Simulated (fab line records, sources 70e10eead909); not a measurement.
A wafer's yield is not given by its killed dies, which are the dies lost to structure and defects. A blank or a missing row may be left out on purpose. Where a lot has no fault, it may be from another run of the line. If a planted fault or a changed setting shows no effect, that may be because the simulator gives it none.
Problem report in the 8D (eight disciplines) form, filled by code + flow nandHarc + the parts of the form that need people (team, actions taken, sign-off) are left out

1. WHAT WENT WRONG
Mean of killedAtArray at NHARC_END_SORT_01: 669 across 6 wafers in 2 lots; on wafers with no fault it is 55 (standard deviation 17). Measured from the usual mean, that is +36 standard deviations.
Seen first at day 24 20:43 on prober-01, wafer L216.1. At this step, 9 wafers from 3 lots have a number in the record. By rule, "out" or "out of limits" means more than 4 standard deviations away from the usual mean. The other wafers with a number count as sound.

2. WHAT IT IS; WHAT IT IS NOT
| question                    | is                        | is not                                                             |
|-----------------------------|---------------------------|--------------------------------------------------------------------|
| which readings at this step | killedAtArray, killedDies | killedAtPeriphery, killedOpen, killedShort                         |
| which lots                  | L216, L217                | L220                                                               |
| which wafers of those lots  | all that have a number    | -                                                                  |
| read on which gauges        | prober-01                 | -                                                                  |
| when                        | from day 24 20:43         | up to then (0 sound wafers); but 3 sound wafers of L220 came after |

3. SUSPECTS, AND WHAT RULES EACH OUT
Counting: a tool stays on the suspect list if, at a process step up to the reading, it processed all lots that are out and no sound lot following the first of them.
- the gauge at NHARC_END_SORT_01: kept. All the wafers that are out were read on prober-01, and no step on other tools shows them out.
- rieDiel-11 at NHARC_A_CHANNEL_HOLE_D2_STRIP_28 (strips in O2): kept. It ran every lot that is out, first L216 (day 14 02:37), and no sound lot after that.
Remaining after the count are rieDiel-11 at NHARC_A_CHANNEL_HOLE_D2_STRIP_28 and prober-01 at NHARC_END_SORT_01.

4. THE CAUSE (what the simulator had put in)
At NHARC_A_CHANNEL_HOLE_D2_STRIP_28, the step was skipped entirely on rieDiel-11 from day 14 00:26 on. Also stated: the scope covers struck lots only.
Of the 2 suspects that counting leaves, this tool is one.

5. SEQUENCE OF EFFECTS, ordered by route
One row per reading whose mean, taken over the struck wafers that have a number, lies over 3 standard deviations from the usual. Readings are gone through only where the record gives a usual standard deviation; hours: the median, over the lots, of the time from a lot's start at the first step in this table giving one to that lot's start at this step; sigmas: the change measured in usual standard deviations.
| hours | step              | reading       | usual | on struck wafers | change | sigmas |
|-------|-------------------|---------------|-------|------------------|--------|--------|
| 0     | NHARC_END_SORT_01 | killedAtArray | 55    | 669              | +614   | +36    |
| 0     | NHARC_END_SORT_01 | killedDies    | 59    | 677              | +618   | +34    |
Readings that are blank on the struck wafers while sound wafers have them: chamberPressureMTorr at NHARC_A_CHANNEL_HOLE_D2_STRIP_28; drypumpMotorCurrentA at NHARC_A_CHANNEL_HOLE_D2_STRIP_28; oesProductAu at NHARC_A_CHANNEL_HOLE_D2_STRIP_28; rfVppV at NHARC_A_CHANNEL_HOLE_D2_STRIP_28; showerheadPlenumPTorr at NHARC_A_CHANNEL_HOLE_D2_STRIP_28; throttleValvePct at NHARC_A_CHANNEL_HOLE_D2_STRIP_28.

6. HOW IT WOULD HAVE BEEN CAUGHT EARLIER
In this record the first reading out of limits at a measuring or inspecting step was taken at day 24 20:43, 260 hours after the fault began at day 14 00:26.
At NHARC_A_CHANNEL_HOLE_D2_STRIP_28 the tool's readings are blank on the struck wafers, where sound wafers have them: an empty tool record is the first sign, and it was there at once.
Each of the lots that are out, 2 in all, had begun NHARC_A_CHANNEL_HOLE_D2_STRIP_28 on rieDiel-11 no later than day 24 20:43. None of them would have been spared by holding the tool at that moment.
